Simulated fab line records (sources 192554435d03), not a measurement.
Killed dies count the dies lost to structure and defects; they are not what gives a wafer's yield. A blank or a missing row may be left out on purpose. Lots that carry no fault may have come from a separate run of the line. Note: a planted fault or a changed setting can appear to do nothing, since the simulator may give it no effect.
Split-lot trial ; flow n5_finfet ; route with 1938 steps; 7 lots, 39 wafers read

## THE SPLIT ITSELF
At N5_MIM_BOT_ETCH_ETCH_04 (etches SiNx in CF4/O2, target depth 26 nm, time 13 s), the setting time_s was moved away from the recipe's 13 s on 15 of the 39 wafers read, by -28.7% to +59.0%. All remaining wafers had this setting at the recipe value.

Reading taken at the split's own step.

## THE READING
MIM_BOT_ETCH.cd_offset_nm (the simulator's own value, which no gauge read), in nm, at N5_MIM_BOT_ETCH_ETCH_04 (etches SiNx in CF4/O2, target depth 26 nm, time 13 s). The file gives no usual value for it. Across the 24 wafers here that went through the recipe, the average is 0.0 nm and the standard deviation 0.058 nm.

wafer;tool, chamber at the split;time_s as run, s;against the recipe;MIM_BOT_ETCH.cd_offset_nm, nm;against lot-mates on the recipe
L075.4;rie_diel-01, 0;13;recipe;0;-
L075.5;rie_diel-01, 1;13;recipe;0;-
L075.6;rie_diel-01, 0;13;recipe;0;-
L079.1;rie_diel-01, 0;9.269;-28.7%;0.4;+0.4
L079.2;rie_diel-01, 3;9.269;-28.7%;0.4;+0.4
L079.3;rie_diel-01, 1;9.269;-28.7%;0.4;+0.4
L079.4;rie_diel-01, 3;13;recipe;0;-
L079.5;rie_diel-01, 0;13;recipe;0;-
L079.6;rie_diel-01, 1;13;recipe;0;-
L083.1;rie_diel-03, 1;20.34;+56.5%;-0.8;-0.8
L083.2;rie_diel-03, 2;13;recipe;0;-
L083.3;rie_diel-03, 3;13;recipe;0;-
L083.4;rie_diel-03, 3;13;recipe;0;-
L083.5;rie_diel-03, 1;20.34;+56.5%;-0.8;-0.8
L083.6;rie_diel-03, 2;20.34;+56.5%;-0.6;-0.6
L082.1;rie_diel-01, 0;13;recipe;0.2;-
L082.2;rie_diel-01, 2;15.98;+22.9%;-0.2;-0.3
L082.3;rie_diel-01, 3;15.98;+22.9%;-0.2;-0.3
L082.4;rie_diel-01, 1;13;recipe;0;-
L082.5;rie_diel-01, 1;15.98;+22.9%;-0.2;-0.3
L082.6;rie_diel-01, 0;13;recipe;0;-
L084.1;rie_diel-04, 2;16.65;+28.1%;-0.4;-0.4
L084.2;rie_diel-04, 0;16.65;+28.1%;-0.4;-0.4
L084.3;rie_diel-04, 3;13;recipe;0;-
L084.4;rie_diel-04, 3;16.65;+28.1%;-0.2;-0.2
L084.5;rie_diel-04, 0;13;recipe;0;-
L084.6;rie_diel-04, 2;13;recipe;0;-
L089.1;rie_diel-03, 2;13;recipe;0;-
L089.2;rie_diel-03, 1;13;recipe;-0.2;-
L089.3;rie_diel-03, 3;13;recipe;0;-
L089.4;rie_diel-03, 1;13;recipe;0;-
L089.5;rie_diel-03, 2;13;recipe;0;-
L089.6;rie_diel-03, 3;13;recipe;0;-
L093.1;rie_diel-03, 1;20.67;+59.0%;-0.6;-0.6
L093.2;rie_diel-03, 2;13;recipe;0;-
L093.3;rie_diel-03, 0;13;recipe;0;-
L093.4;rie_diel-03, 2;13;recipe;0;-
L093.5;rie_diel-03, 1;20.67;+59.0%;-0.6;-0.6
L093.6;rie_diel-03, 0;20.67;+59.0%;-0.6;-0.6

FIT RESULTS
A straight line over all 39 wafers: MIM_BOT_ETCH.cd_offset_nm changes by -0.0118 nm for each +1% of time_s; r = -0.97; the points scatter about the line by 0.073 nm.
The same after taking each lot's own level away (the mean of its wafers on the recipe; 39 wafers): -0.0119 nm for each +1%; r = -0.97; scatter 0.067 nm.
The reading moves by 0.7 nm for the largest change in time_s, on that fit.
Across the lots, their own levels run from -0.03 to 0.07 nm, a range of 1.7 times the standard deviation given above.
The two slopes are in agreement: the lot-to-lot level therefore moves the slope only a little.
Check: -0.709 nm against its lot-mates is what the line predicts for one of the wafers moved furthest among these (+59.0%) when that wafer is left out of the fit. Against them it came out at -0.6 nm.

## FURTHER SPLITS ON THESE WAFERS
These wafers also went through other splits before the reading. Each is held against what the fit with the lots' levels taken away leaves over:
other split on the same wafers;wafers away from the commonest value;r with MIM_BOT_ETCH.cd_offset_nm (lot level and that fit taken away)
N5_BEOL_M15_TRENCH_ETCH_34 time_s;15;-0.03

## THE WHOLE CHAIN: every reading that the file lists as answering this split, in the file's order
step;what it does;reading;change (the file's fit);r (the file's)
N5_MIM_BOT_ETCH_ETCH_04;etches SiNx in CF4/O2, target depth 26 nm, time 13 s;etch.depth_nm (the simulator's own value, which no gauge read);+0.267 nm for each +1% of the setting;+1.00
N5_MIM_BOT_ETCH_ETCH_04;etches SiNx in CF4/O2, target depth 26 nm, time 13 s;MIM_BOT_ETCH.cd_offset_nm (the simulator's own value, which no gauge read);-0.0118 nm for each +1% of the setting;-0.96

## THE FILE'S OWN FIT
MIM_BOT_ETCH.cd_offset_nm changes by -0.0118 nm for each +1% of time_s, r = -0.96.
